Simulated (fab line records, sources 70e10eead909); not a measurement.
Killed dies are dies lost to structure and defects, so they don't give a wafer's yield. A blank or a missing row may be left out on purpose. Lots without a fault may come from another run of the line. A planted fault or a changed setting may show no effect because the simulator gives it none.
fab line records | flow nand_harc
record lots=12 wafers=36 last_day=26
route steps=1159 shown P_BONDPAD@367 A_CHANNEL_HOLE_D1@457 A_CHANNEL_FILL_D1@494 END@1159
lots that met no fault: from a run of the same line without faults
start_h: hours from the record's first day to the start of the lot's first wafer shown | wait_h: hours since the lot's step before | " the same as in the row above | L1.1+2: a row that stands for several wafers | - no value, or no start given | * or withheld: withheld | < > ~ a bound
route shown NAME@n: a module of which the file shows steps, and the number in the route of the first | usual: mean/standard deviation of fault-free wafers | same: alike in all rows | chamber/n: place in a boat | sites: the reading at each site | _std_site: their standard deviation | _edge_site: outer sites' mean less inner sites' | radius_mm: how far each site lies from the wafer's centre | mask NAME#n: copy n | behind: the tool/chamber that last shaped the wafer | hold: why the lot was held/for how many hours/how that ended | device: the transistor (n, p or np) that didn't switch | end of line: the same wafers' tests at the end of the route | a step without rows: its recipe alone | killed: dies lost to structure and defects at the first sort, not the wafer's yield | map: a wafer's dies, x killed, . not, _ none there
set.NAME: the setting as run; set.NAME@STEP: as run at that earlier step | model.NAME: the simulator's own value behind a step, which no gauge read
steps of the route over a sample of lots; a table a step, a row a wafer
services: from which hour (start_h, from the record's first day; less than 0 if before it) a tool's chamber was out of use, for how many hours, and why
## steps
# step NHARC_P_BONDPAD_DESCUM_11
# recipe time_s=3 o2_flow_sccm=200 ar_flow_sccm=0 bias_power_w=0 chemistry=O2
# usual drypump_motor_current_A=5.6/0.58 mfc_ar_sccm=0.010/0.012 oes_product_au=1.007/0.015 rf_vpp_V=57.7/0.83 showerhead_plenum_p_Torr=1.94/0.07 throttle_valve_pct=11.311/0.0088
# columns lot.wafer tool chamber start_h wait_h drypump_motor_current_A mfc_ar_sccm oes_product_au rf_hours_counter_h rf_vpp_V showerhead_plenum_p_Torr throttle_valve_pct
L597.1 rie_diel-04 1 129.73 - 5.0 0.017 1.018 1 56.7 1.88 11.309
L597.3 " 2 " " 5.3 0 1.030 0 57.6 2.02 11.321
L597.6 " 2 " " 5.3 0 1.024 - 59.7 2.02 11.305
L598.3 rie_diel-04 2 139.17 - 5.3 0 1.028 2 59.0 2.02 11.318
L598.4 " 3 " " 6.5 0.030 0.985 2 57.2 1.96 11.324
L598.5 " 1 " " 5.0 0.017 1.008 - 56.8 1.88 11.317
L599.3 rie_diel-12 0 139.44 - 5.7 0 0.996 38 58.4 1.91 11.305
L599.1 " 1 " " 5.9 0.013 0.997 38 56.7 1.99 11.311
L599.6 " 0 " " 5.7 0 0.996 - 57.2 1.91 11.317
L602.4 rie_diel-07 1 161.65 - 4.7 0 0.989 30 56.2 1.87 11.322
L602.2 " 2 " " 6.0 0.003 1.001 18 58.2 2.02 11.307
L602.3 " 3 " " 5.6 0.035 1.007 32 58.6 2.07 11.299
L607.3 rie_diel-04 3 192.37 - 6.5 0.030 0.987 8 57.8 1.96 11.312
L607.1 " 0 " " 5.3 0 1.036 7 57.0 1.83 11.314
L607.6 " 3 " " 6.5 0.030 0.983 - 58.2 1.96 11.314
L610.3 rie_diel-04 3 205.58 - 6.5 0.030 0.995 9 58.0 1.95 11.320
L610.1 " 0 " " 5.3 0 1.023 8 58.3 1.83 11.320
L610.5 " 1 " " 5.0 0.017 1.016 - 56.2 1.88 11.316
L611.2 rie_diel-12 2 220.26 - 6.2 0 0.989 2 57.2 2.02 11.301
L611.1 " 3 " " 6.0 0 1.009 4 57.0 1.97 11.312
L611.6 " 0 " " 5.7 0 1.020 - 56.9 1.90 11.312
L613.1 rie_diel-04 0 229.43 - 5.3 0 1.018 11 57.4 1.83 11.318
L613.3 " 1 " " 5.0 0.017 1.022 11 57.1 1.88 11.320
L613.6 " 3 " " 6.6 0.030 0.995 - 57.8 1.95 11.310
L615.3 rie_diel-04 2 253.05 - 5.3 0 1.021 13 58.3 2.02 11.311
L615.2 " 0 " " 5.3 0 1.016 14 57.0 1.83 11.323
L615.5 " 1 " " 5.0 0.017 1.016 - 58.9 1.88 11.302
L618.4 rie_diel-04 2 254.54 - 5.3 0 1.016 14 57.4 2.02 11.313
L618.1 " 3 " " 6.5 0.030 0.986 14 57.4 1.95 11.317
L618.2 " 0 " " 5.3 0 1.016 14 57.9 1.83 11.312
L619.3 rie_diel-04 2 260.41 - 5.3 0 1.024 14 57.8 2.02 11.301
L619.6 " 2 " " 5.3 0 1.014 - 58.5 2.02 11.308
L619.5 " 3 " " 6.5 0.030 0.992 - 57.6 1.95 11.307
L620.2 rie_diel-04 0 268.59 - 5.3 0 1.007 15 58.1 1.83 11.311
L620.1 " 1 " " 5.0 0.017 1.020 14 57.6 1.88 11.298
L620.6 " 0 " " 5.3 0 1.021 - 57.5 1.83 11.312
# step NHARC_A_CHANNEL_HOLE_D1_SOFTBAKE_05
# recipe temp_c=105 time_s=55
# usual chill_plate_temp_C=22.99/0.11 heater_power_total_W=188.44/0.14
# columns lot.wafer tool chamber start_h wait_h chill_plate_temp_C heater_power_total_W
L597.1 litho_track-01 0 176 - 23.01 188.72
L597.3 " 0 " " 23.07 188.37
L597.6 " 0 " " 22.86 188.31
L599.1 litho_track-01 0 182 - 23.05 188.38
L599.3 " 0 " " 23.03 188.34
L599.6 " 0 " " 22.85 188.70
L598.3 litho_track-06 0 182 - 23.01 188.33
L598.4 " 0 " " 22.92 188.46
L598.5 " 0 " " 22.81 188.41
L602.2 litho_track-01 0 203 - 22.84 159.38
L602.3 " 0 " " 22.91 159.61
L602.4 " 0 " " 22.96 159.42
L607.1 litho_track-01 0 238 - 23.02 159.77
L607.3 " 0 " " 23.01 159.42
L607.6 " 0 " " 22.96 159.44
L610.1 litho_track-06 0 248 - 23.05 188.49
L610.3 " 0 " " 23.11 188.78
L610.5 " 0 " " 23.03 188.41
L611.1 litho_track-04 0 263 - 22.92 188.25
L611.2 " 0 " " 23.00 188.38
L611.6 " 0 " " 22.85 188.38
L613.1 litho_track-06 0 270 - 22.77 188.34
L613.3 " 0 " " 23.08 188.43
L613.6 " 0 " " 23.03 188.35
L615.2 litho_track-01 0 295 - 22.87 188.42
L615.3 " 0 " " 22.94 188.28
L615.5 " 0 " " 23.09 188.38
L618.1 litho_track-04 0 298 - 22.99 188.47
L618.2 " 0 " " 22.98 188.40
L618.4 " 0 " " 22.98 188.53
L619.3 litho_track-01 0 305 - 23.19 188.23
L619.5 " 0 " " 22.98 188.35
L619.6 " 0 " " 23.21 188.67
L620.1 litho_track-06 0 315 - 22.93 188.46
L620.2 " 0 " " 23.03 188.71
L620.6 " 0 " " 23.00 188.56
# step NHARC_A_CHANNEL_HOLE_D1_ETCH_21
# recipe bias_v=3000 source_w=withheld pressure_mtorr=20 time_s=514.3 ar_flow_sccm=375 c4f8_flow_sccm=89.3 o2_flow_sccm=35.7 temp_c=-20 target_depth_a=16000 chemistry=C4F8/O2/Ar
# usual drypump_motor_current_A=5.8/0.46 mfc_ar_sccm=375.2/1.1 showerhead_plenum_p_Torr=3.73/0.14 throttle_valve_pct=32.154/0.0096
# columns lot.wafer tool chamber start_h wait_h drypump_motor_current_A mfc_ar_sccm rf_hours_counter_h showerhead_plenum_p_Torr throttle_valve_pct
L597.1 har_etch-01 0 178.70 0.3 5.5 373.8 186 3.78 32.156
L597.3 " 1 " " 5.6 377.2 - 3.83 32.159
L597.6 " 0 " " 5.5 374.3 - 3.78 32.152
L599.1 har_etch-02 1 184.77 0.3 6.6 374.9 100 3.88 32.148
L599.3 " 0 " " 5.7 376.4 - 3.52 32.165
L599.6 " 1 " " 6.6 374.0 - 3.88 32.158
L598.4 har_etch-01 1 185.44 0.3 5.6 375.0 - 3.83 32.156
L598.3 " 0 " " 5.5 373.3 - 3.78 32.155
L598.5 " 0 " " 5.5 373.3 - 3.78 32.169
L602.2 har_etch-02 0 205.76 0.3 5.7 376.3 112 3.52 32.155
L602.3 " 1 " " 6.6 373.3 - 3.87 32.158
L602.4 " 0 " " 5.7 376.1 - 3.52 32.151
L607.1 har_etch-01 0 240.34 0.3 5.5 375.2 212 3.76 32.154
L607.3 " 0 " " 5.5 374.5 - 3.76 32.141
L607.6 " 1 " " 5.6 375.2 - 3.81 32.144
L610.1 har_etch-01 1 250.64 0.3 5.6 374.3 219 3.81 32.133
L610.3 " 1 " " 5.6 374.9 - 3.81 32.154
L610.5 " 1 " " 5.6 373.3 - 3.81 32.145
L611.1 har_etch-02 0 265.78 0.3 5.6 373.8 138 3.50 32.148
L611.2 " 1 " " 6.6 377.9 138 3.85 32.167
L611.6 " 0 " " 5.7 374.2 - 3.51 32.149
L613.1 har_etch-02 0 273.21 0.3 5.7 377.7 142 3.50 32.157
L613.3 " 0 " " 5.7 376.2 - 3.50 32.154
L613.6 " 0 " " 5.7 376.8 - 3.50 32.148
L615.2 har_etch-01 0 297.36 0.3 5.5 375.3 237 3.75 32.160
L615.3 " 0 " " 5.5 376.6 - 3.75 32.168
L615.5 " 0 " " 5.5 376.3 - 3.75 32.154
L618.2 har_etch-01 1 301.54 0.3 5.6 375.0 241 3.80 32.168
L618.1 " 0 " " 5.5 374.0 241 3.75 32.138
L618.4 " 0 " " 5.5 374.3 - 3.75 32.158
L619.3 har_etch-02 1 307.51 0.3 6.7 375.0 - 3.85 32.144
L619.5 " 1 " " 6.7 374.2 - 3.85 32.140
L619.6 " 0 " " 5.7 375.3 - 3.50 32.147
L620.2 har_etch-02 0 322.41 0.3 5.7 373.1 168 3.49 32.152
L620.1 " 1 " " 6.7 375.8 168 3.84 32.163
L620.6 " 1 " " 6.6 376.8 - 3.84 32.141
# step NHARC_A_CHANNEL_FILL_D1_ALD_14
# recipe target_thk_a=25 pulse_time_s=10 ald_cycles=25 temp_c=300 material=SiO2
# usual heater_power_outer_w=266/36 heater_power_w=472/58 precursor_pulse_height_rel=1.003/0.021
# columns lot.wafer tool chamber start_h wait_h heater_power_outer_w heater_power_w precursor_pulse_height_rel
L597.1 ald_hk-03 3 191.36 0.1 254 465 1.029
L597.3 " 1 " " 298 521 0.996
L597.6 " 2 " " 208 345 1.020
L599.1 ald_hk-04 2 199.11 2.0 340 544 1.015
L599.3 " 3 " " 264 492 1.005
L599.6 " 0 " " 214 403 0.973
L598.3 ald_hk-04 0 199.25 2.1 221 391 1.018
L598.4 " 2 " " 342 560 0.927
L598.5 " 0 " " 220 387 1.017
L602.4 ald_hk-01 0 218.64 0.1 284 505 1.007
L602.2 " 1 " " 234 417 0.987
L602.3 " 2 " " 281 441 1.014
L607.3 ald_hk-01 3 252.84 0.0 283 543 1.000
L607.1 " 1 " " 239 439 0.999
L607.6 " 3 " " 288 536 0.996
L610.1 ald_hk-01 0 263.15 0.1 271 492 0.990
L610.3 " 2 " " 277 444 1.004
L610.5 " 0 " " 269 498 0.964
L611.1 ald_hk-03 0 279.35 0.5 262 500 0.979
L611.2 " 1 " " 307 514 0.978
L611.6 " 3 " " 259 460 1.001
L613.3 ald_hk-04 3 287.56 2.0 262 505 0.996
L613.1 " 0 " " 214 385 1.024
L613.6 " 0 " " 214 402 1.034
L615.3 ald_hk-04 3 311.66 1.7 266 489 0.994
L615.2 " 0 " " 216 400 1.033
L615.5 " 0 " " 221 388 0.953
L618.4 ald_hk-04 1 314.10 0.0 258 496 0.970
L618.1 " 3 " " 262 487 1.005
L618.2 " 0 " " 220 398 0.997
L619.3 ald_hk-04 1 320.38 0.2 260 484 1.002
L619.6 " 2 " " 346 556 1.007
L619.5 " 3 " " 269 496 0.989
L620.2 ald_hk-04 1 336.97 2.1 262 493 1.023
L620.1 " 2 " " 335 547 1.015
L620.6 " 3 " " 267 496 0.962
# step NHARC_END_SORT_01
# recipe temp_c=25
# usual killed_at_array=27/12 killed_at_other=0.9/1.1 killed_at_periphery=3.2/2.4 killed_dies=31/12 killed_open=3.3/1.7 killed_short=2.0/1.6
# same gross_dies=677
# columns lot.wafer tool chamber start_h wait_h killed_at_array killed_at_other killed_at_periphery killed_dies killed_open killed_short
L607.1 prober-02 0 571.25 2.5 51 1 5 57 6 6
L607.3 prober-02 0 572.85 3.1 35 1 2 38 1 1
L607.6 prober-02 0 575.24 4.0 41 4 9 54 7 3
# killed by level:class
L607.1 A_CHANNEL_HOLE_D1:chamber_film_flake=18 A_SLIT:chamber_film_flake=16 P_ZERO_WELL:chamber_film_flake=3 A_WL_FILL:chamber_film_flake=3 P_CONTACT:geometric_particle:open=2 A_ONON_D1:geometric_particle:short=2 A_WL_FILL:geometric_particle:short=2 A_STAIRCASE:chamber_film_flake=2
L607.3 A_CHANNEL_HOLE_D1:chamber_film_flake=19 A_SLIT:chamber_film_flake=10 A_CONTACT:chamber_film_flake=5 P_GATE:geometric_particle:open=1 A_CHANNEL_FILL_D1:geometric_particle:short=1 P_ZERO_WELL:chamber_film_flake=1 HYBRID_BOND:chamber_film_flake=1
L607.6 A_CHANNEL_HOLE_D1:chamber_film_flake=14 A_SLIT:chamber_film_flake=12 P_ZERO_WELL:chamber_film_flake=8 A_CONTACT:chamber_film_flake=4 THIN_TSV:chamber_film_flake=4 A_SGD_CUT:geometric_particle:open=2 A_WL_FILL:geometric_particle:open=2 A_STAIRCASE:chamber_film_flake=2
## services
# columns tool chamber start_h hours kind
rie_diel-04 - 111.90 9.0 pm
rie_diel-04 0 111.90 9.0 vent_cycle
rie_diel-04 1 111.90 9.0 vent_cycle
rie_diel-04 2 111.90 9.0 vent_cycle
rie_diel-04 3 111.90 9.0 vent_cycle
litho_track-06 - 117.00 7.0 pm
litho_track-04 - 141.00 7.0 pm
ald_hk-03 - 146.35 10.0 pm
rie_diel-12 2 157.51 2.8 repair
ald_hk-04 - 164.53 1.1 repair
rie_diel-12 1 169.21 14.6 repair
ald_hk-04 - 188.43 10.0 pm
rie_diel-07 3 199.25 7.7 repair
rie_diel-12 - 202.45 9.0 pm
har_etch-01 - 226.55 1.2 repair
rie_diel-07 - 228.26 9.0 pm
ald_hk-01 - 230.70 10.0 pm
rie_diel-12 3 258.47 5.0 repair
litho_track-01 - 268.00 7.0 pm
rie_diel-04 - 288.90 9.0 pm
ald_hk-01 - 291.93 69.3 repair
litho_track-06 - 292.00 7.0 pm
har_etch-01 - 305.26 17.0 pm
litho_track-04 - 316.00 7.0 pm
## key
first_sign step=NHARC_A_CHANNEL_HOLE_D1_SOFTBAKE_05 reading=heater_power_total_W direction=down sigmas=99+ usual=* struck=*
effect none on later readings
met_at NHARC_A_CHANNEL_HOLE_D1_SOFTBAKE_05
struck_lots L602,L607
tester_left_out L602,L607
not_acting_at NHARC_P_BONDPAD_DESCUM_11,NHARC_A_CHANNEL_HOLE_D1_ETCH_21,NHARC_A_CHANNEL_FILL_D1_ALD_14
onset_between 182 203
fault kind=process_parameter_drift tool=litho_track-01 chamber=- onset_h=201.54 steps=NHARC_A_CHANNEL_HOLE_D1_SOFTBAKE_05 channel=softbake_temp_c offset=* shape=step end_h=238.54 acts_in=* stated=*
# tester_left_out: of these lots the tester's yield and bins aren't shown, on N5 and GAA mostly nor the transistor test; their killed dies are dies lost to structure and defects alone, not to doping, threshold or leakage, so they don't give the yield
